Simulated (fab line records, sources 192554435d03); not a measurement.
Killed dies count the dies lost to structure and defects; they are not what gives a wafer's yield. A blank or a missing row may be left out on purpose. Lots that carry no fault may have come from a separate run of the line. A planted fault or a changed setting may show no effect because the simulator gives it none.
Chamber matching | flow n5_finfet | pecvd-04 running N5_BEOL_M8_DEP_56: 3 sister chambers
The step deposits SiCN from 3MS/NH3, target thk 10 nm, time 17.5 s. 15 wafers are shown with their chamber, then 7 later ones without.

WAFERS WITH THEIR CHAMBER
wafer  | chamber | throttle_valve_pct (%) | showerhead_plenum_p_Torr (Torr) | chamber_pressure_Torr (Torr)
L499.2 | 1       | 9.5                    | 3.674                           | 3.000
L499.4 | 2       | 8.6                    | 3.651                           | 3.001
L499.6 | 0       | 8.3                    | 3.670                           | 3.007
L498.2 | 0       | 8.1                    | 3.674                           | 3.005
L498.3 | 2       | 8.7                    | 3.658                           | 2.998
L498.6 | 2       | 8.4                    | 3.659                           | 3.007
L495.2 | 0       | 8.5                    | 3.670                           | 3.004
L495.4 | 2       | 8.7                    | 3.651                           | 3.002
L495.5 | 0       | 8.2                    | 3.676                           | 3.000
L509.3 | 2       | 8.7                    | 3.648                           | 3.004
L509.4 | 2       | 8.8                    | 3.648                           | 2.996
L509.5 | 1       | 9.2                    | 3.666                           | 3.000
L510.2 | 0       | 8.5                    | 3.671                           | 3.004
L510.4 | 0       | 8.3                    | 3.668                           | 3.000
L510.5 | 2       | 8.8                    | 3.652                           | 3.012

SIGNATURES (means of the wafers above)
reading                  | chamber 0 | chamber 1 | chamber 2 | scatter within a chamber
throttle_valve_pct       | 8.317     | 9.350     | 8.671     | 0.155
showerhead_plenum_p_Torr | 3.67150   | 3.67000   | 3.65243   | 0.00401
chamber_pressure_Torr    | 3.00333   | 3.00000   | 3.00286   | 0.00424
Rule: distance of a wafer from a chamber = root of the sum over the readings of ((wafer's reading minus chamber's mean) / reading's scatter) squared. The wafer belongs to the nearest chamber; if the next one is less than 2 further off, it can't be placed. The scatter is the square root of a quotient: the sum, over the shown wafers, of each reading's squared deviation from its chamber's mean, divided by wafers minus chambers.

WAFERS WITHOUT THEIR CHAMBER
wafer  | throttle_valve_pct (%) | showerhead_plenum_p_Torr (Torr) | chamber_pressure_Torr (Torr)
L514.3 | 8.8                    | 3.655                           | 3.004
L514.4 | 8.5                    | 3.652                           | 3.002
L516.4 | 9.2                    | 3.670                           | 3.003
L516.5 | 8.5                    | 3.649                           | 3.000
L516.6 | 8.5                    | 3.667                           | 3.002
L515.4 | 8.2                    | 3.668                           | 3.008
L515.6 | 8.8                    | 3.651                           | 3.006

CHAMBER TAKEN BY EACH
wafer  | from the rows above | in truth
L514.3 | 2                   | 2
L514.4 | 2                   | 2
L516.4 | 1                   | 1
L516.5 | 2                   | 2
L516.6 | 0                   | 0
L515.4 | 0                   | 0
L515.6 | 2                   | 2
Correct placement for 7 of the 7. Can't be placed from these rows: 0. Placed wrongly: 0.
